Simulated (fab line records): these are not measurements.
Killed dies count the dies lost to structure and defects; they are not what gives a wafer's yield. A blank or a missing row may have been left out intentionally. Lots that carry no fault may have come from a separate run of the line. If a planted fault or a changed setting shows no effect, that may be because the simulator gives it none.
Matching of chambers + flow nand_harc + 4 sister chambers for NHARC_A_CHANNEL_FILL_D1_ETCHBACK_20 on rie_diel-10
The step etches the open film in C4F8/O2/Ar, target depth 27 nm, time 13.5 s. 8 wafers are shown with their chamber, then 9 later ones without.

## WAFERS PAIRED WITH THEIR CHAMBERS
| wafer  | chamber | rf_vpp_V (V) | oes_product_au (a.u.) |
|--------|---------|--------------|-----------------------|
| L079.5 | 2       | 970          | 1.00                  |
| L081.1 | 2       | 970          | 0.98                  |
| L082.4 | 1       | 975          | 1.00                  |
| L082.5 | 1       | 974          | 1.00                  |
| L084.5 | 3       | 981          | 0.98                  |
| L088.2 | 3       | 982          | 0.91                  |
| L088.4 | 0       | 975          | 0.94                  |
| L088.5 | 0       | 975          | 0.94                  |

## WAFERS WITHOUT THEIR CHAMBER
| wafer  | rf_vpp_V (V) | oes_product_au (a.u.) |
|--------|--------------|-----------------------|
| L090.1 | 975          | 0.92                  |
| L090.2 | 982          | 0.91                  |
| L090.3 | 970          | 0.92                  |
| L093.2 | 973          | 0.94                  |
| L093.3 | 981          | 0.91                  |
| L093.4 | 975          | 0.92                  |
| L096.1 | 970          | 1.01                  |
| L096.3 | 975          | 1.01                  |
| L096.6 | 975          | 1.01                  |

## EACH ONE'S CHAMBER
| wafer  | from the rows above     | in truth |
|--------|-------------------------|----------|
| L090.1 | 0                       | 0        |
| L090.2 | 3                       | 3        |
| L090.3 | 2                       | 2        |
| L093.2 | can't be placed: 1 or 0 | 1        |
| L093.3 | 3                       | 3        |
| L093.4 | 0                       | 0        |
| L096.1 | 2                       | 2        |
| L096.3 | can't be placed: 1 or 0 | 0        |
| L096.6 | can't be placed: 1 or 0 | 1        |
Correctly placed: 6 of 9. These rows do not allow placing 3 (true chamber among the candidates in 3). Number placed wrongly: 0.
How it was worked out, from the rows above alone: a wafer's distance from a chamber is the root of the sum, over the readings, of the square of ((its reading less the chamber's mean) divided by the reading's scatter). The wafer belongs to the nearest chamber; if the next one is less than 2 further off, it can't be placed. A chamber's mean is the mean of its shown wafers. The scatter is the square root of a quotient: the sum, over the shown wafers, of each reading's squared deviation from its chamber's mean, divided by wafers minus chambers.
